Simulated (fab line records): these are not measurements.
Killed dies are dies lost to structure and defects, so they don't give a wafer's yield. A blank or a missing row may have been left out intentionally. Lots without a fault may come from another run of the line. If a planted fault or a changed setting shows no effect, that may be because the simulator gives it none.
Comparing a struck lot with a sound one + flow n5_finfet + 15 steps out of a route of 1938
Sound: these wafers, L593.3, L593.5, L593.6. Struck: wafer L599.3. (L599.4 of the same lot was not struck and is left out.) The cause comes at the end.
At each step with rows: each side's tool, then ch and its chambers, then its first start. Under that, the readings that differ: sound wafers + struck wafers + difference of the means + sigmas: that difference in standard deviations of wafers without a fault.
alike: a reading whose means differ by less than 2 such deviations, as well as words and numbers matching on both sides. not compared: withheld readings; readings where some wafer has no value; bounds like >300 that might hide an equal value; numbers whose values overlap and for which the record gives no deviation.
A row with sigmas, a row that says differs or no value, or rows on one side alone: a step with any of these is where the two part. Non-overlapping numbers with no deviation appear without sigmas and do not part them. Lack of a reading on every wafer of one side parts them only where that side has two or more wafers.

first, 7 steps without rows for these wafers: N5_PASSIVATION_COAT_24; N5_PASSIVATION_EBR_26; N5_PASSIVATION_SOFTBAKE_25 (time 90 s); N5_PASSIVATION_EXPOSE_27 (exposes mask PAD, defocus 0 nm); N5_PASSIVATION_PEB_28; N5_PASSIVATION_DEVELOP_29 (develop time 60 s); N5_PASSIVATION_HARDBAKE_31 (time 120 s).
N5_PASSIVATION_CD_MEAS_30: the cd target is 4000 nm.
  sound on cd_sem-02 ch 0, day 12 13:53; struck on cd_sem-03 ch 0, day 13 20:53
  alike: cd_nm
N5_PASSIVATION_OVL_MEAS_63:
  sound on overlay-01 ch 0, day 12 13:55; struck on overlay-02 ch 0, day 13 20:55
| reading      | sound    | struck | difference | sigmas |
|--------------|----------|--------|------------|--------|
| PAD_OVL (nm) | -12 -8 3 | 11     | +17        | +3     |
N5_PASSIVATION_INSPECT_64: inspects for defects (macro).
  sound on defect_inspect-01 at day 12 13:56; struck on defect_inspect-01 at day 13 20:56
  alike: raw_defect_count
N5_PASSIVATION_DESCUM_32: chemistry O2, time 7.9 s.
  sound on rie_diel-01 ch 0,2,3, day 12 13:58; struck on rie_diel-01 ch 0, day 13 20:58
  alike: bias_power_w, drypump_motor_current_A, oes_product_au, rf_vpp_V, showerhead_plenum_p_Torr, throttle_valve_pct
  not compared: rf_hours_counter_h
N5_PASSIVATION_AL_ETCH_33: etches Al in Cl2/BCl3, stops on TaN, target depth 2800 nm, time 466.7 s.
  sound on rie_metal-03 ch 0,1, day 12 14:11; struck on rie_metal-03 ch 0, day 13 21:11
  alike: drypump_motor_current_A, oes_product_au, throttle_valve_pct
  not compared: rf_hours_counter_h
N5_PASSIVATION_ETCH_59: etches TaN in Cl2/BCl3, target depth 65 nm, time 34.9 s.
  sound on rie_metal-03 ch 0,1, day 12 14:29; struck on rie_metal-03 ch 0, day 13 21:29
| reading                  | sound             | struck | difference | sigmas |
|--------------------------|-------------------|--------|------------|--------|
| model.etch.depth_nm (nm) | 67.21 65.21 67.29 | 60.58  | -5.99      |        |
  alike: drypump_motor_current_A, oes_product_au, throttle_valve_pct
  not compared: rf_hours_counter_h
N5_PASSIVATION_STRIP_34: strips in O2.
  sound on rie_diel-06 ch 0,3, day 12 14:35; struck on rie_diel-06 ch 0, day 13 21:35
| reading                | sound | struck | difference                   | sigmas |
|------------------------|-------|--------|------------------------------|--------|
| rf_hours_counter_h (h) | - - - | 194    | no value on the sound wafers |        |
  alike: drypump_motor_current_A, oes_product_au, rf_vpp_V, showerhead_plenum_p_Torr, throttle_valve_pct
next, for these wafers, 1 step has no rows: N5_PASSIVATION_PROBE_49.

## WHERE THEY PART
Last at N5_PASSIVATION_STRIP_34 as far as this record goes, first at N5_PASSIVATION_OVL_MEAS_63.

WHY: the cause the simulator had injected
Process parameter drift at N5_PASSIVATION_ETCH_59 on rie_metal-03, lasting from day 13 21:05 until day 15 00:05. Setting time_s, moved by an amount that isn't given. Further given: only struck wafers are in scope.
